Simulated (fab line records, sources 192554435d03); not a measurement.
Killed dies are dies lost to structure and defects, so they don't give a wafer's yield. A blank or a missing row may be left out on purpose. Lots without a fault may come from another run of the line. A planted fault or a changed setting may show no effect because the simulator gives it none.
Chamber matching | flow n5_finfet | N5_DUMMY_GATE_CMP_04 on cmp-01: 4 sister chambers
The step polishes a-Si. 27 wafers are shown with their chamber, then 12 later ones without.

WAFERS WITH THEIR CHAMBER
wafer  | chamber | motor_current_A (A) | time_to_endpoint_s (s)
L075.1 | 2       | 11.4                | 13.0
L075.4 | 0       | 10.2                | 14.1
L075.5 | 1       | 10.3                | 11.0
L077.2 | 0       | 11.0                | 13.9
L077.5 | 0       | 10.6                | 12.5
L077.6 | 1       | 11.4                | 12.6
L078.3 | 3       | 10.6                | 14.8
L078.5 | 1       | 11.0                | 14.8
L078.6 | 2       | 11.7                | 14.2
L082.1 | 3       | 10.6                | 13.3
L082.4 | 2       | 11.9                | 12.0
L082.5 | 3       | 11.1                | 14.4
L083.2 | 3       | 10.3                | 16.4
L083.5 | 1       | 11.1                | 15.5
L083.6 | 0       | 10.7                | 14.4
L084.2 | 1       | 11.1                | 13.1
L084.3 | 2       | 11.3                | 9.9
L084.6 | 2       | 11.6                | 11.0
L084.1 | 0       | 9.8                 | 13.6
L084.4 | 3       | 10.5                | 10.4
L084.5 | 1       | 11.1                | 11.2
L089.1 | 1       | 11.5                | 14.2
L089.2 | 2       | 11.7                | 13.4
L089.5 | 0       | 10.4                | 14.3
L090.3 | 0       | 9.6                 | 11.1
L090.5 | 0       | 10.6                | 11.4
L090.6 | 3       | 10.5                | 11.8

SIGNATURES (means of the wafers above)
reading            | chamber 0 | chamber 1 | chamber 2 | chamber 3 | scatter within a chamber
motor_current_A    | 10.363    | 11.071    | 11.600    | 10.600    | 0.364
time_to_endpoint_s | 13.162    | 13.200    | 12.250    | 13.517    | 1.7
Rule: a wafer's distance from a chamber is the root of the sum, over the readings, of the square of ((its reading less the chamber's mean) divided by the reading's scatter). The wafer belongs to the nearest chamber; if the next one is less than 2 further off, it can't be placed. The scatter: the root of (the sum of the squares of (reading less its chamber's mean) over the shown wafers, divided by (wafers less chambers)).

WAFERS WITHOUT THEIR CHAMBER
wafer  | motor_current_A (A) | time_to_endpoint_s (s)
L091.2 | 12.2                | 13.2
L091.4 | 11.3                | 13.8
L091.5 | 10.0                | 15.2
L093.2 | 11.2                | 14.7
L093.4 | 10.2                | 14.4
L093.5 | 10.5                | 16.4
L093.1 | 10.0                | 14.3
L093.3 | 11.0                | 12.9
L093.6 | 12.0                | 14.3
L097.1 | 11.8                | 12.3
L097.2 | 11.1                | 15.2
L097.3 | 9.9                 | 12.9

WHICH CHAMBER EACH WENT THROUGH
wafer  | from the rows above               | in truth
L091.2 | can't be placed: 2 or 1           | 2
L091.4 | can't be placed: 1 or 2 or 3 or 0 | 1
L091.5 | can't be placed: 0 or 3 or 1      | 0
L093.2 | can't be placed: 1 or 3 or 2 or 0 | 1
L093.4 | can't be placed: 0 or 3 or 1      | 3
L093.5 | can't be placed: 3 or 0 or 1      | 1
L093.1 | can't be placed: 0 or 3 or 1      | 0
L093.3 | can't be placed: 1 or 3 or 2 or 0 | 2
L093.6 | can't be placed: 2 or 1           | 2
L097.1 | can't be placed: 2 or 1           | 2
L097.2 | can't be placed: 1 or 3 or 2 or 0 | 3
L097.3 | can't be placed: 0 or 3 or 1      | 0
Placed correctly: 0 of 12. Can't be placed from these rows: 12 (the true chamber is among the candidates in 12). Placed wrongly: 0.
